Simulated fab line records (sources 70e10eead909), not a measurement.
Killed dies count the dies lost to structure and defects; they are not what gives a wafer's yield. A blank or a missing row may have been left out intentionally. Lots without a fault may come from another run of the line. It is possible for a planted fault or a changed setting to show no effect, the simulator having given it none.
Chamber matching + flow nandHarc + 3 sister chambers for NHARC_A_DECK1_JOINT_DEP_16 on pecvd-02
The step deposits SiO2, target thk 45 nm. 16 wafers are shown with their chamber, then 8 later ones without.

## WAFERS WITH THEIR CHAMBER
| wafer  | chamber | heaterPowerW (W) | throttleValvePct (%) |
|--------|---------|------------------|----------------------|
| L426.2 | 1       | 485              | 16.0                 |
| L426.4 | 2       | 446              | 16.0                 |
| L426.5 | 0       | 580              | 15.9                 |
| L430.3 | 2       | 500              | 16.0                 |
| L430.4 | 2       | 509              | 16.2                 |
| L430.6 | 1       | 430              | 15.7                 |
| L436.1 | 2       | 491              | 16.0                 |
| L436.5 | 0       | 544              | 16.0                 |
| L436.6 | 1       | 521              | 16.0                 |
| L438.3 | 0       | 575              | 16.4                 |
| L438.4 | 2       | 493              | 15.8                 |
| L438.6 | 0       | 574              | 16.1                 |
| L442.2 | 0       | 618              | 15.7                 |
| L442.5 | 2       | 467              | 16.1                 |
| L442.6 | 0       | 612              | 16.0                 |
| L444.2 | 2       | 474              | 16.2                 |

SIGNATURES, as means of the wafers listed above
| reading          | chamber 0 | chamber 1 | chamber 2 | scatter within a chamber |
|------------------|-----------|-----------|-----------|--------------------------|
| heaterPowerW     | 583.83    | 478.67    | 482.86    | 28.8                     |
| throttleValvePct | 16.017    | 15.900    | 16.043    | 0.185                    |
Rule: a wafer's distance from a chamber is the root of the sum, over the readings, of the square of ((its reading less the chamber's mean) divided by the reading's scatter). If the next closest chamber is less than 2 further off than the closest, the wafer can't be placed; otherwise it belongs to the closest. How the scatter is found: for the shown wafers, subtract from each reading the mean of its chamber, square and add these, divide the total by (wafers less chambers), then take the root.

## WAFERS WITH NO CHAMBER GIVEN
| wafer  | heaterPowerW (W) | throttleValvePct (%) |
|--------|------------------|----------------------|
| L444.4 | 477              | 16.1                 |
| L444.5 | 533              | 16.1                 |
| L448.1 | 533              | 16.3                 |
| L448.2 | 417              | 16.3                 |
| L448.4 | 431              | 16.3                 |
| L449.1 | 522              | 16.5                 |
| L449.3 | 608              | 16.3                 |
| L449.5 | 605              | 16.3                 |

## CHAMBER TAKEN BY EACH
| wafer  | from the rows above          | in truth |
|--------|------------------------------|----------|
| L444.4 | can't be placed: 2 or 1      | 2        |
| L444.5 | can't be placed: 2 or 0 or 1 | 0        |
| L448.1 | can't be placed: 2 or 0 or 1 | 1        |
| L448.2 | can't be placed: 2 or 1      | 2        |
| L448.4 | can't be placed: 2 or 1      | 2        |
| L449.1 | can't be placed: 2 or 0 or 1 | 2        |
| L449.3 | 0                            | 0        |
| L449.5 | 0                            | 0        |
Placed correctly: 2 of 8. Not placeable from these rows: 6 (in 6, the candidates include the true chamber). Placed wrongly: 0.
